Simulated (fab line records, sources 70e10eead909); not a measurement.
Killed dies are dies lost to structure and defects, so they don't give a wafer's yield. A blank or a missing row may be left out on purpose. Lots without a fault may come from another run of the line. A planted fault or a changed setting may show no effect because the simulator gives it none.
Which tool did it? | flow nand_harc | 10 lots, 30 wafers sampled, at 4 steps of a route of 1302

WHAT THE GAUGES READ, wafer by wafer
NHARC_END_WLT_00.
lot  | measured     | on        | VT_DECK1_MIDDLE
L158 | day 24 01:20 | prober-02 | 0.896 0.890 0.888
L159 | day 24 11:30 | prober-02 | 0.883 0.887 0.882
L161 | day 25 03:23 | prober-02 | 0.970 0.963 0.973
L171 | day 30 09:01 | prober-02 | 0.881 0.874 0.884
L172 | day 31 00:28 | prober-01 | 0.869 0.871 0.862
L174 | day 31 00:59 | prober-02 | 0.885 0.884 0.901
L177 | day 31 10:53 | prober-02 | 0.884 0.875 0.882
L178 | day 32 15:36 | prober-01 | 0.880 0.894 0.887
L181 | day 33 16:54 | prober-01 | 0.883 0.873 0.881
L180 | day 35 04:30 | prober-01 | 0.892 0.884 0.892

WHICH TOOL RAN EACH LOT (tool, then ch and the chambers of the sampled wafers, then the start)
lot  | NHARC_A_CHANNEL_FILL_D1_CVD_05   | NHARC_A_BONDPAD_DESCUM_11          | NHARC_THIN_TSV_PVD_19
L158 | lpcvd_poly-01 ch 0, day 9 21:55  | rie_diel-07 ch 0,1,3, day 22 21:14 | pvd_sputter-01, day 23 18:11 or earlier
L159 | lpcvd_poly-04 ch 0, day 10 15:13 | rie_diel-09 ch 0,2, day 23 10:20   | pvd_sputter-01, day 24 05:55 or earlier
L161 | lpcvd_poly-04 ch 0, day 11 03:23 | rie_diel-07 ch 0,2,3, day 23 23:20 | pvd_sputter-03, day 24 20:14 or earlier
L171 | lpcvd_poly-04 ch 0, day 15 17:58 | rie_diel-07 ch 1,2,3, day 29 08:53 | pvd_sputter-02, day 30 04:16 or earlier
L172 | lpcvd_poly-03 ch 0, day 16 09:16 | rie_diel-09 ch 0,2,3, day 29 18:08 | pvd_sputter-02, day 30 18:23 or earlier
L174 | lpcvd_poly-04 ch 0, day 16 21:23 | rie_diel-09 ch 2,3, day 30 00:29   | pvd_sputter-01, day 30 19:38 or earlier
L177 | lpcvd_poly-04 ch 0, day 17 17:28 | rie_diel-07 ch 0,2,3, day 30 06:17 | pvd_sputter-03, day 31 03:21 or earlier
L178 | lpcvd_poly-04 ch 0, day 18 03:55 | rie_diel-09 ch 2,3, day 31 06:22   | pvd_sputter-01, day 32 08:32 or earlier
L181 | lpcvd_poly-04 ch 0, day 19 06:48 | rie_diel-09 ch 0,1,3, day 32 12:53 | pvd_sputter-01, day 33 09:31 or earlier
L180 | lpcvd_poly-04 ch 0, day 20 16:31 | rie_diel-09 ch 1,2,3, day 34 00:05 | pvd_sputter-03, day 34 21:59 or earlier
- NHARC_A_CHANNEL_FILL_D1_CVD_05: deposits poly-Si, target thk 5 nm.
- NHARC_A_BONDPAD_DESCUM_11: chemistry O2, time 3 s.
- NHARC_THIN_TSV_PVD_19: deposits TaN, target thk 20 nm.

THE ANSWER, worked out from the rows above alone
Rule: what is usual is taken from the lots themselves. Put in order of their means at a reading, lots are off if they are a third of the lots or fewer, leave a main group of 4 or more, and stand apart from it by a gap of 3 or more times the standard deviation of the main group's means; of several such gaps the widest counts. A main group whose means are all the same, to the digits that the tables above print for the reading, isn't used. A lot without any number at a reading at which 4 lots or more have one is off too. The other lots that the step has rows for count as sound.
Off: L161, at NHARC_END_WLT_00 (VT_DECK1_MIDDLE). The main group: mean 0.883, standard deviation 0.0071.
A tool fits if, at a process step before that reading, it ran every lot that is off, and no sound lot after the first of them. The gauges at NHARC_END_WLT_00 are tried like those tools. NHARC_THIN_TSV_PVD_19 gives no start for some lots, so the hours and the order of its lots are those of NHARC_THIN_TSV_CD_MEAS_33. None of those tried fits.

WHAT THE SIMULATOR HAD PUT IN
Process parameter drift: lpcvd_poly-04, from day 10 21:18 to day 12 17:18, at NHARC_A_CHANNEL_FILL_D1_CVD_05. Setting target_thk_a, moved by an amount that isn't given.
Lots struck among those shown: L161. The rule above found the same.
